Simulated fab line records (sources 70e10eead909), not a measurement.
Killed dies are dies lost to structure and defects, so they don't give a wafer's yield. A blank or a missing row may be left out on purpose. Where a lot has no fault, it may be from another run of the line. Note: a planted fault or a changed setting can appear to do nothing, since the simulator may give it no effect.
A struck lot beside a sound one :: flow nandHarc :: 14 out of 1302 route steps
Sound: wafers L177.1, L177.2, L177.4. Struck: wafer L189.6. (L189.1, L189.5 of the same lot were not struck and are left out.) The cause comes at the end.
Order at every step that has rows: each side's tool, ch and its chambers, its first start. Under that, the readings that differ: sound wafers :: struck wafers :: difference of the means :: sigmas: that difference in standard deviations of wafers without a fault.
alike: readings with means less than 2 such deviations apart, plus words and numbers identical on both sides. not compared: withheld readings, readings lacking a value on some wafer, bounds such as >300 that could conceal the same value, and numbers that have no deviation in the record and whose values overlap.
Wherever a step has rows on one side only, a row that says differs or no value, or a row with sigmas, the two part there. Numbers that don't overlap but have no deviation are shown without sigmas and don't part them. Lack of a reading on every wafer of one side parts them only where that side has two or more wafers.

first, 6 steps without rows for these wafers: NHARC_A_CHANNEL_HOLE_D2_COAT_04 (resist thk 90 nm); NHARC_A_CHANNEL_HOLE_D2_SOFTBAKE_05 (time 55 s); NHARC_A_CHANNEL_HOLE_D2_EBR_06; NHARC_A_CHANNEL_HOLE_D2_EXPOSE_07 (exposes mask HOLE D2, target cd 100 nm); NHARC_A_CHANNEL_HOLE_D2_PEB_08 (peb time 65 s); NHARC_A_CHANNEL_HOLE_D2_DEVELOP_09 (develop time 35 s).
NHARC_A_CHANNEL_HOLE_D2_CD_MEAS_10: target cd 100 nm.
  sound on cdSem-01 ch 0, day 14 00:07; struck on cdSem-01 ch 0, day 18 22:46
  alike: cdNm
NHARC_A_CHANNEL_HOLE_D2_OVL_MEAS_11:
  struck on overlay-01, day 18 22:52; sound on overlay-01, day 14 00:13
  alike: overlayXNm, overlayYNm
NHARC_A_CHANNEL_HOLE_D2_INSPECT_12:
  struck on defectInspect-02, day 18 22:54; sound on defectInspect-01, day 14 00:14
  alike: rawDefectCount
NHARC_A_CHANNEL_HOLE_D2_DESCUM_15: chemistry O2, time 3 s.
  sound on rieDiel-03 ch 1,2,3, day 14 00:19; struck on rieDiel-04 ch 0, day 18 22:58
  alike: drypumpMotorCurrentA, oesProductAu, rfVppV, showerheadPlenumPTorr, throttleValvePct
  not compared: rfHoursCounterH
NHARC_A_CHANNEL_HOLE_D2_ETCH_38: etches the open film in CF4, target depth 39 nm, time 65 s.
  sound on rieDiel-03 ch 1,2,3, day 14 00:23; struck on rieDiel-04 ch 2, day 18 23:03
  alike: cf4FlowSccm, drypumpMotorCurrentA, oesProductAu, rfFwdPowerW, rfVppV, showerheadPlenumPTorr, throttleValvePct
  not compared: rfHoursCounterH
NHARC_A_CHANNEL_HOLE_D2_ETCH_39: etches the open film in N2/H2, target depth 260 nm, time 325 s.
  sound: rieDiel-03 ch 0,1,2; struck: rieDiel-04 ch 1
  alike: drypumpMotorCurrentA, n2FlowSccm, oesProductAu, rfFwdPowerW, rfVppV, showerheadPlenumPTorr, throttleValvePct
  not compared: rfHoursCounterH
NHARC_A_CHANNEL_HOLE_D2_ETCH_34: etches the open film in CF4/CHF3, target depth 154 nm, time 77 s.
  sound on rieDiel-03 ch 0,2,3, day 14 00:44; struck on rieDiel-04 ch 0, day 18 23:24
reading: oesProductAu (a.u.)
sound: 0.970 0.979 0.960
struck: 0.892
difference: -0.078
sigmas: -5
  alike: cf4FlowSccm, drypumpMotorCurrentA, rfFwdPowerW, rfVppV, showerheadPlenumPTorr, throttleValvePct
  not compared: rfHoursCounterH
NHARC_A_CHANNEL_HOLE_D2_ETCH_16: etches the open film in O2/COS, target depth 3100 nm, time 806 s.
  sound: rieDiel-03 ch 0,1,3; struck: rieDiel-04 ch 1
reading: rfFwdPowerW (W)
sound: 504.2 501.8 500.7
struck: 498.8
difference: -3.4
sigmas: -2
  alike: drypumpMotorCurrentA, oesProductAu, rfVppV, showerheadPlenumPTorr, throttleValvePct
  not compared: rfHoursCounterH

== WHERE THEY PART ==
Last at NHARC_A_CHANNEL_HOLE_D2_ETCH_16 as far as this record goes, first at NHARC_A_CHANNEL_HOLE_D2_ETCH_34.

WHY: what had been put in by the simulator
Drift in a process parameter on rieDiel-04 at NHARC_A_CHANNEL_HOLE_D2_ETCH_34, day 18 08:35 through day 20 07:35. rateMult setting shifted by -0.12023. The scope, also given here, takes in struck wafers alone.
